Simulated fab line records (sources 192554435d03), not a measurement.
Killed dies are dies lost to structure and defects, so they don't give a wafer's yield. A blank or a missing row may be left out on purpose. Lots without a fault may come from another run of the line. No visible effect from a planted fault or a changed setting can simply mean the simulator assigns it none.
Chamber matching ; flow n5-finfet ; pecvd-01 running N5_BEOL_M8_DEP_56: 3 sister chambers
The step deposits SiCN from 3MS/NH3, target thk 10 nm, time 17.5 s. 3 wafers are shown with their chamber, then 9 later ones without.

## WAFERS, EACH WITH ITS CHAMBER
wafer;chamber;showerhead-plenum-p-Torr (Torr)
L088.1;0;3.658
L088.2;1;3.679
L088.5;2;3.667

## WAFERS MISSING THEIR CHAMBER
wafer;showerhead-plenum-p-Torr (Torr)
L092.1;3.678
L092.2;3.664
L092.5;3.682
L094.2;3.669
L094.3;3.676
L094.4;3.679
L095.4;3.666
L095.5;3.678
L095.6;3.673

## THE CHAMBER EACH PASSED THROUGH
wafer;from the rows above;in truth
L092.1;1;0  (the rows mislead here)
L092.2;can't be placed: 2 or 0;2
L092.5;1;1
L094.2;2;2
L094.3;1;1
L094.4;1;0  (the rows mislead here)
L095.4;2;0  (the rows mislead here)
L095.5;1;1
L095.6;can't be placed: 1 or 2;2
Correctly placed: 4 of 9. Can't be placed from these rows: 2 (the true chamber is among the candidates in 2). Number placed wrongly: 3.
How it was worked out, from the rows above alone: a wafer's distance from a chamber is the root of the sum, over the readings, of the square of ((its reading less the chamber's mean) divided by the reading's scatter). If the next closest chamber is less than 2 further off than the closest, the wafer can't be placed; otherwise it belongs to the closest. Each chamber's mean is taken over the wafers shown for it. The scatter (one wafer shown for each chamber): square how far every hidden wafer sits from the nearest shown wafer, average those squares and take the square root.
